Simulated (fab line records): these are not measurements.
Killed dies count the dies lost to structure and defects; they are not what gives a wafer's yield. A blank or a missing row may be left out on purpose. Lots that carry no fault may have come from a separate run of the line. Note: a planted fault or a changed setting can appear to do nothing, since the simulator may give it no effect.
Which tool did it? ; flow nand harc ; 24 lots with 72 wafers sampled at 6 steps, on a route of 1302 steps

WHAT THE GAUGES SHOWED, per wafer
No reading from a measuring or inspecting step in the record can be judged against a usual standard deviation.

WHICH TOOL RAN EACH LOT (tool, then ch and the chambers of the sampled wafers, then the start)
lot;NHARC_A_STAIRCASE_HM_OPEN_457;NHARC_A_STAIRCASE_ETCH_273;NHARC_A_STAIRCASE_HM_DEP_462;NHARC_A_STAIRCASE_DEP_301;NHARC_A_STAIRCASE_DESCUM_312;NHARC_A_STAIRCASE_ETCH_313
L074;rie diel-11 ch 0,1, day 17 04:58 or earlier;rie diel-11 ch 0,2,3, day 17 04:58 or earlier;acl dep-01 ch 0, day 17 04:58;pecvd-02 ch 0,1,2, day 17 06:34;rie diel-11 ch 2,3, day 17 07:29;rie diel-11 ch 0,1,2, day 17 07:35
L075;rie diel-11 ch 0,3, day 17 14:43 or earlier;rie diel-11 ch 1,2, day 17 14:43 or earlier;acl dep-03 ch 0, day 17 14:43;pecvd-04 ch 0,1, day 17 16:37;rie diel-10 ch 0,1,2, day 17 17:49;rie diel-10 ch 0,1,2, day 17 17:56
L076;rie diel-10 ch 0,1,3, day 17 15:25 or earlier;rie diel-10 ch 0,1,2, day 17 15:25 or earlier;acl dep-01 ch 0, day 17 15:25;pecvd-02 ch 0,1,2, day 17 17:16;rie diel-10 ch 0,1,3, day 17 18:22;rie diel-10 ch 0,2,3, day 17 19:03
L077;rie diel-13 ch 0,2,3, day 17 16:35 or earlier;rie diel-13 ch 1,2,3, day 17 16:35 or earlier;acl dep-03 ch 0, day 17 16:35;pecvd-01 ch 1,2, day 17 18:27;rie diel-13 ch 2,3, day 17 19:19;rie diel-13 ch 1,3, day 17 19:25
L078;rie diel-11 ch 0,2,3, day 18 19:58 or earlier;rie diel-11 ch 0,1,3, day 18 19:58 or earlier;acl dep-03 ch 0, day 18 19:58;pecvd-04 ch 0,1, day 18 21:49;rie diel-10 ch 1,2, day 18 22:49;rie diel-10 ch 0,2,3, day 18 22:55
L079;rie diel-13 ch 2,3, day 19 04:38 or earlier;rie diel-13 ch 2,3, day 19 04:38 or earlier;acl dep-01 ch 0, day 19 04:38;pecvd-04 ch 0,1, day 19 06:11;rie diel-10 ch 1,2, day 19 07:12;rie diel-10 ch 2,3, day 19 07:17
L080;rie diel-10 ch 1,3, day 19 18:25 or earlier;rie diel-10 ch 1,2,3, day 19 18:25 or earlier;acl dep-01 ch 0, day 19 18:25;pecvd-01 ch 0,1, day 19 20:21;rie diel-11 ch 0,2,3, day 19 21:18;rie diel-11 ch 0,1,2, day 19 21:23
L081;rie diel-13 ch 1,2,3, day 20 06:03 or earlier;rie diel-13 ch 0,2,3, day 20 06:03 or earlier;acl dep-02 ch 0, day 20 06:03;pecvd-04 ch 0,1, day 20 07:55;rie diel-11 ch 0,1,2, day 20 08:55;rie diel-11 ch 0,2,3, day 20 08:59
L083;rie diel-11 ch 0,1, day 20 22:39 or earlier;rie diel-11 ch 0,3, day 20 22:39 or earlier;acl dep-02 ch 0, day 20 22:39;pecvd-01 ch 0,2, day 21 00:14;rie diel-10 ch 1,2, day 21 01:13;rie diel-10 ch 2,3, day 21 01:17
L082;rie diel-13 ch 0,1, day 20 23:43 or earlier;rie diel-13 ch 0,1,3, day 20 23:43 or earlier;acl dep-01 ch 0, day 20 23:43;pecvd-02 ch 0,1, day 21 01:17;rie diel-13 ch 0,1,2, day 21 02:08;rie diel-13 ch 2,3, day 21 02:14
L084;rie diel-10 ch 0,1, day 21 05:13 or earlier;rie diel-10 ch 0,3, day 21 05:13 or earlier;acl dep-02 ch 0, day 21 05:13;pecvd-01 ch 0,1, day 21 07:07;rie diel-13 ch 0,3, day 21 08:04;rie diel-13 ch 0,3, day 21 08:10
L086;rie diel-10 ch 0,1, day 21 10:22 or earlier;rie diel-10 ch 0,3, day 21 10:22 or earlier;acl dep-01 ch 0, day 21 10:22;pecvd-01 ch 0,1,2, day 21 11:25;rie diel-13 ch 0,2,3, day 21 12:20;rie diel-13 ch 0,2,3, day 21 12:27
L085;rie diel-11 ch 1,2,3, day 21 16:29 or earlier;rie diel-11 ch 1,2,3, day 21 16:29 or earlier;acl dep-01 ch 0, day 21 16:29;pecvd-04 ch 0,1,2, day 21 18:35;rie diel-11 ch 1,2,3, day 21 19:33;rie diel-11 ch 1,2, day 21 19:38
L088;rie diel-10 ch 0,3, day 22 17:39 or earlier;rie diel-10 ch 1,3, day 22 17:39 or earlier;acl dep-02 ch 0, day 22 17:39;pecvd-04 ch 0,1, day 22 19:32;rie diel-11 ch 0,2,3, day 22 20:42;rie diel-11 ch 0,2,3, day 22 20:50
L089;rie diel-13 ch 0,2,3, day 22 19:16 or earlier;rie diel-13 ch 0,2,3, day 22 19:16 or earlier;acl dep-03 ch 0, day 22 19:16;pecvd-02 ch 0,1,2, day 22 20:31;rie diel-10 ch 0,1, day 22 21:34;rie diel-10 ch 1,2, day 22 21:47
L087;rie diel-13 ch 0,2, day 22 23:07 or earlier;rie diel-13 ch 1,2, day 22 23:07 or earlier;acl dep-02 ch 0, day 22 23:07;pecvd-04 ch 1,2, day 23 00:59;rie diel-10 ch 1,2, day 23 03:22;rie diel-10 ch 1,2,3, day 23 03:43
L091;rie diel-11 ch 0,3, day 24 01:35 or earlier;rie diel-11 ch 1,2,3, day 24 01:35 or earlier;acl dep-03 ch 0, day 24 01:35;pecvd-01 ch 0,1,2, day 24 03:29;rie diel-10 ch 1,3, day 24 04:28;rie diel-10 ch 1,2, day 24 04:34
L090;rie diel-13 ch 0,1, day 24 05:21 or earlier;rie diel-13 ch 0,1, day 24 05:21 or earlier;acl dep-03 ch 0, day 24 05:21;pecvd-02 ch 1,2, day 24 07:13;rie diel-10 ch 0,2,3, day 24 08:12;rie diel-10 ch 0,2,3, day 24 08:18
L093;rie diel-13 ch 0,1,3, day 24 13:08 or earlier;rie diel-13 ch 0,1,2, day 24 13:08 or earlier;acl dep-03 ch 0, day 24 13:08;pecvd-02 ch 0,1, day 24 15:02;rie diel-10 ch 1,2,3, day 24 15:50;rie diel-10 ch 0,2,3, day 24 16:01
L092;rie diel-13 ch 1,3, day 24 15:28 or earlier;rie diel-13 ch 1,3, day 24 15:28 or earlier;acl dep-02 ch 0, day 24 15:28;pecvd-01 ch 0,1,2, day 24 16:46;rie diel-13 ch 1,2,3, day 24 17:43;rie diel-13 ch 0,2,3, day 24 17:49
L094;rie diel-13 ch 0,1,2, day 25 18:11 or earlier;rie diel-13 ch 0,2,3, day 25 18:11 or earlier;acl dep-01 ch 0, day 25 18:11;pecvd-01 ch 0,1,2, day 25 20:05;rie diel-13 ch 0,2,3, day 25 20:56;rie diel-13 ch 0,2,3, day 25 21:01
L095;rie diel-10 ch 2,3, day 25 20:20 or earlier;rie diel-10 ch 1,3, day 25 20:20 or earlier;acl dep-02 ch 0, day 25 20:20;pecvd-01 ch 0,2, day 25 22:16;rie diel-11 ch 1,2, day 25 23:03;rie diel-11 ch 0,1, day 25 23:11
L097;rie diel-11 ch 0,3, day 26 18:53 or earlier;rie diel-11 ch 1,3, day 26 18:53 or earlier;acl dep-01 ch 0, day 26 18:53;pecvd-04 ch 0,1,2, day 26 20:28;rie diel-13 ch 0,1,2, day 26 21:29;rie diel-13 ch 0,2, day 26 21:34
L096;rie diel-10 ch 0,1, day 27 04:08 or earlier;rie diel-10 ch 1,3, day 27 04:08 or earlier;acl dep-01 ch 0, day 27 04:08;pecvd-02 ch 0,1, day 27 05:45;rie diel-11 ch 1,2,3, day 27 06:48;rie diel-11 ch 0,2,3, day 27 06:54
- NHARC_A_STAIRCASE_HM_OPEN_457: chemistry O2/COS.
- NHARC_A_STAIRCASE_ETCH_273: etches the open film in C4F8/O2/Ar, target depth 10200 nm, time 2468.6 s.
- NHARC_A_STAIRCASE_HM_DEP_462: deposits aC, target thk 800 nm.
- NHARC_A_STAIRCASE_DEP_301: deposits SiON, target thk 30 nm.
- NHARC_A_STAIRCASE_DESCUM_312: chemistry O2, time 3 s.
- NHARC_A_STAIRCASE_ETCH_313: etches the open film in CF4/CHF3.

WHAT THE TOOLS THEMSELVES READ (means of the sampled wafers that have a number; where no wafer has one, the mark that the record gives instead)
NHARC_A_STAIRCASE_HM_OPEN_457. Usual: drypump motor current A 5.76 A, standard deviation 0.29; oes product au 0.997 a.u., standard deviation 0.011; rf vpp V 466 V, standard deviation 3.1; showerhead plenum p Torr 3.07 Torr, standard deviation 0.14; throttle valve pct 28.329 %, standard deviation 0.0086.
lot;tool;drypump motor current A (A);oes product au (a.u.);rf vpp V (V);showerhead plenum p Torr (Torr);throttle valve pct (%);flag
L074;rie diel-11;5.74;0.991;465;3.08;28.327;
L075;rie diel-11;6.09;0.992;463;2.96;28.333;
L076;rie diel-10;5.72;1.012;467;3.08;28.333;
L077;rie diel-13;5.79;1.002;464;3.00;28.340;
L078;rie diel-11;5.99;0.993;464;3.00;28.328;
L079;rie diel-13;5.95;0.996;463;2.94;28.329;
L080;rie diel-10;5.72;1.003;466;3.08;28.331;
L081;rie diel-13;5.77;0.983;464;2.95;28.328;
L083;rie diel-11;5.97;0.990;471;3.30;28.324;
L082;rie diel-13;5.70;0.990;465;3.03;28.330;
L084;rie diel-10;5.55;0.995;467;3.11;28.326;
L086;rie diel-10;5.58;1.005;467;3.10;28.327;
L085;rie diel-11;5.76;0.992;467;3.08;28.321;
L088;rie diel-10;5.75;1.006;467;3.05;28.332;
L089;rie diel-13;5.79;0.996;464;2.98;28.322;
L087;rie diel-13;5.88;0.998;464;3.00;28.327;
L091;rie diel-11;6.02;0.996;468;3.15;28.322;
L090;rie diel-13;5.66;0.995;463;2.97;28.335;
L093;rie diel-13;5.61;0.996;465;2.99;28.318;
L092;rie diel-13;5.58;0.984;464;2.95;28.332;
L094;rie diel-13;5.86;0.996;467;3.11;28.323;
L095;rie diel-10;5.80;1.007;467;3.10;28.329;
L097;rie diel-11;6.13;0.985;470;3.25;28.336;
L096;rie diel-10;5.54;1.003;467;3.09;28.326;

NHARC_A_STAIRCASE_ETCH_273. Usual: oes product au 0.933 a.u., standard deviation 0.011; rf vpp V 1821 V, standard deviation 10.
lot;tool;oes product au (a.u.);rf vpp V (V);flag
L074;rie diel-11;0.924;1817;
L075;rie diel-11;0.941;1827;
L076;rie diel-10;0.929;1820;
L077;rie diel-13;0.938;1813;
L078;rie diel-11;0.924;1821;
L079;rie diel-13;0.927;1815;
L080;rie diel-10;0.932;1830;
L081;rie diel-13;0.919;1816;
L083;rie diel-11;0.930;1830;
L082;rie diel-13;0.924;1817;
L084;rie diel-10;0.936;1821;
L086;rie diel-10;0.941;1819;
L085;rie diel-11;0.937;1824;
L088;rie diel-10;0.952;1819;
L089;rie diel-13;0.936;1815;
L087;rie diel-13;0.930;1808;
L091;rie diel-11;0.939;1823;
L090;rie diel-13;0.929;1818;
L093;rie diel-13;0.924;1827;
L092;rie diel-13;0.920;1814;
L094;rie diel-13;0.939;1828;
L095;rie diel-10;0.941;1822;
L097;rie diel-11;0.934;1823;
L096;rie diel-10;0.927;1821;

NHARC_A_STAIRCASE_HM_DEP_462. Usual: throttle valve pct at 35.001 %, with a standard deviation of 0.0096.
lot;tool;throttle valve pct (%);flag
L074;acl dep-01;35.003;
L075;acl dep-03;35.001;
L076;acl dep-01;35.001;
L077;acl dep-03;34.999;
L078;acl dep-03;35.002;
L079;acl dep-01;35.001;
L080;acl dep-01;35.011;
L081;acl dep-02;35.007;
L083;acl dep-02;35.006;
L082;acl dep-01;35.002;
L084;acl dep-02;34.999;
L086;acl dep-01;35.000;
L085;acl dep-01;34.999;
L088;acl dep-02;34.997;
L089;acl dep-03;35.003;
L087;acl dep-02;35.004;
L091;acl dep-03;35.003;
L090;acl dep-03;35.009;
L093;acl dep-03;35.008;
L092;acl dep-02;35.000;
L094;acl dep-01;35.008;
L095;acl dep-02;35.004;
L097;acl dep-01;35.005;
L096;acl dep-01;35.000;

NHARC_A_STAIRCASE_DEP_301. Usual: heater power w at 720 W, with a standard deviation of 81.
lot;tool;heater power w (W);flag
L074;pecvd-02;725;
L075;pecvd-04;551;
L076;pecvd-02;776;
L077;pecvd-01;718;
L078;pecvd-04;583;
L079;pecvd-04;646;
L080;pecvd-01;745;
L081;pecvd-04;615;
L083;pecvd-01;759;
L082;pecvd-02;802;
L084;pecvd-01;751;
L086;pecvd-01;733;
L085;pecvd-04;676;
L088;pecvd-04;653;
L089;pecvd-02;746;
L087;pecvd-04;705;
L091;pecvd-01;706;
L090;pecvd-02;758;
L093;pecvd-02;830;
L092;pecvd-01;722;
L094;pecvd-01;721;
L095;pecvd-01;805;
L097;pecvd-04;665;
L096;pecvd-02;834;

NHARC_A_STAIRCASE_DESCUM_312. Usual: drypump motor current A 5.72 A, standard deviation 0.29; oes product au 0.999 a.u., standard deviation 0.0093; rf vpp V 57.7 V, standard deviation 0.95; showerhead plenum p Torr 1.90 Torr, standard deviation 0.092; throttle valve pct 11.312 %, standard deviation 0.0093.
lot;tool;drypump motor current A (A);oes product au (a.u.);rf vpp V (V);showerhead plenum p Torr (Torr);throttle valve pct (%);flag
L074;rie diel-11;5.91;0.994;57.2;1.87;11.318;
L075;rie diel-10;5.47;0.997;56.8;1.86;11.313;
L076;rie diel-10;5.72;1.005;57.5;1.89;11.327;
L077;rie diel-13;5.67;0.997;57.4;1.82;11.317;
L078;rie diel-10;5.44;1.004;58.0;1.97;11.306;
L079;rie diel-10;5.38;1.009;57.9;2.03;11.317;
L080;rie diel-11;6.04;0.995;58.0;1.93;11.311;
L081;rie diel-11;5.87;0.997;57.0;1.95;11.321;
L083;rie diel-10;5.44;0.996;57.7;1.96;11.313;
L082;rie diel-13;5.84;0.997;57.4;1.81;11.306;
L084;rie diel-13;5.64;0.989;57.4;1.86;11.318;
L086;rie diel-13;5.78;0.999;56.7;1.82;11.310;
L085;rie diel-11;5.77;0.992;57.6;1.88;11.298;
L088;rie diel-11;6.00;0.992;58.1;1.93;11.310;
L089;rie diel-10;5.57;1.006;58.4;1.89;11.314;
L087;rie diel-10;5.37;0.997;58.5;2.01;11.318;
L091;rie diel-10;5.70;1.013;58.2;1.87;11.309;
L090;rie diel-10;5.64;1.006;58.4;1.92;11.308;
L093;rie diel-10;5.61;1.008;57.7;1.93;11.311;
L092;rie diel-13;5.74;0.994;58.0;1.89;11.314;
L094;rie diel-13;5.79;0.996;57.3;1.92;11.316;
L095;rie diel-11;5.79;0.993;56.9;1.87;11.301;
L097;rie diel-13;5.84;1.001;57.1;1.90;11.314;
L096;rie diel-11;5.77;0.998;57.3;1.87;11.315;

NHARC_A_STAIRCASE_ETCH_313. Usual: drypump motor current A 5.72 A, standard deviation 0.29; oes product au 0.930 a.u., standard deviation 0.017; rf vpp V 370.2 V, standard deviation 2.6; showerhead plenum p Torr 1.56 Torr, standard deviation 0.072; throttle valve pct 16.803 %, standard deviation 0.0089.
lot;tool;drypump motor current A (A);oes product au (a.u.);rf vpp V (V);showerhead plenum p Torr (Torr);throttle valve pct (%);flag
L074;rie diel-11;5.86;0.921;368.8;1.53;16.801;
L075;rie diel-10;5.47;0.932;369.5;1.53;16.805;
L076;rie diel-10;5.65;0.926;368.1;1.51;16.806;
L077;rie diel-13;5.51;0.915;368.4;1.51;16.797;
L078;rie diel-10;5.63;0.981;371.4;1.59;16.801;
L079;rie diel-10;5.55;0.951;372.7;1.64;16.799;
L080;rie diel-11;5.87;0.945;371.1;1.61;16.810;
L081;rie diel-11;6.02;0.966;370.6;1.59;16.803;
L083;rie diel-10;5.51;0.932;372.9;1.63;16.804;
L082;rie diel-13;5.94;0.922;367.5;1.48;16.815;
L084;rie diel-13;5.61;0.922;368.6;1.54;16.813;
L086;rie diel-13;5.76;0.926;368.5;1.51;16.808;
L085;rie diel-11;5.77;0.917;369.2;1.54;16.801;
L088;rie diel-11;6.01;0.918;370.8;1.58;16.808;
L089;rie diel-10;5.35;0.928;373.5;1.65;16.805;
L087;rie diel-10;5.62;0.932;370.8;1.59;16.803;
L091;rie diel-10;5.44;0.926;371.4;1.61;16.807;
L090;rie diel-10;5.65;0.925;370.7;1.58;16.803;
L093;rie diel-10;5.64;0.927;370.6;1.58;16.799;
L092;rie diel-13;5.77;0.932;371.4;1.58;16.796;
L094;rie diel-13;5.76;0.931;371.4;1.58;16.810;
L095;rie diel-11;5.71;0.915;371.6;1.62;16.799;
L097;rie diel-13;6.02;0.935;372.6;1.64;16.800;
L096;rie diel-11;6.01;0.916;370.7;1.57;16.802;

THE ANSWER, worked out from the rows above alone
Rule: a lot is off if the mean of its wafers that have a number lies more than 3 standard deviations from the usual mean. A lot without any number at a reading at which 4 lots or more have one is off too. Where the step has rows for the other lots, those lots are counted as sound. First the gauges in route order, then the tools' own readings, where a lot's mean is used as printed above. At the first step where some lot is off, the reading lying furthest off is the one used; lots without a number count as furthest.
None of the lots is off at any reading shown; this tells nothing.

WHAT THE SIMULATOR HAD INSERTED
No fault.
